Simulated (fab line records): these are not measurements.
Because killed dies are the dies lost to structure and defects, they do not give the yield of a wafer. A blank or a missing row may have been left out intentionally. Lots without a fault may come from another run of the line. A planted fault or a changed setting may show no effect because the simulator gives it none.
Chamber matching	flow n5_finfet	rie_diel-06 running N5_FIN_SAQP_STRIP_77: 4 sister chambers
The step strips in N2/H2, time 90 s. 4 wafers are shown with their chamber, then 9 later ones without.

== WAFERS, EACH WITH ITS CHAMBER ==
wafer	chamber	showerhead_plenum_p_Torr (Torr)
L089.1	1	3.23
L090.3	3	3.43
L090.4	0	3.31
L090.5	2	3.28

== WAFERS MISSING THEIR CHAMBER ==
wafer	showerhead_plenum_p_Torr (Torr)
L091.1	3.30
L091.2	3.28
L091.3	3.43
L094.1	3.30
L094.5	3.42
L094.6	3.30
L096.1	3.30
L096.2	3.42
L096.4	3.22

== EACH ONE'S CHAMBER ==
wafer	from the rows above	in truth
L091.1	can't be placed: 0 or 2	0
L091.2	2	2
L091.3	3	3
L094.1	can't be placed: 0 or 2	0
L094.5	3	3
L094.6	can't be placed: 0 or 2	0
L096.1	can't be placed: 0 or 2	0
L096.2	3	3
L096.4	1	1
5 of 9 placed correctly. From these rows, 4 cannot be placed; in 4 the true chamber is one of the candidates. 0 placed wrongly.
How it was worked out, from the rows above alone: a wafer's distance from a chamber is the root of the sum, over the readings, of the square of ((its reading less the chamber's mean) divided by the reading's scatter). The wafer belongs to the nearest chamber; if the next one is less than 2 further off, it can't be placed. A chamber's mean is the mean of its shown wafers. The scatter: root of mean squared gap, hidden wafer to nearest shown wafer, with one shown wafer a chamber.
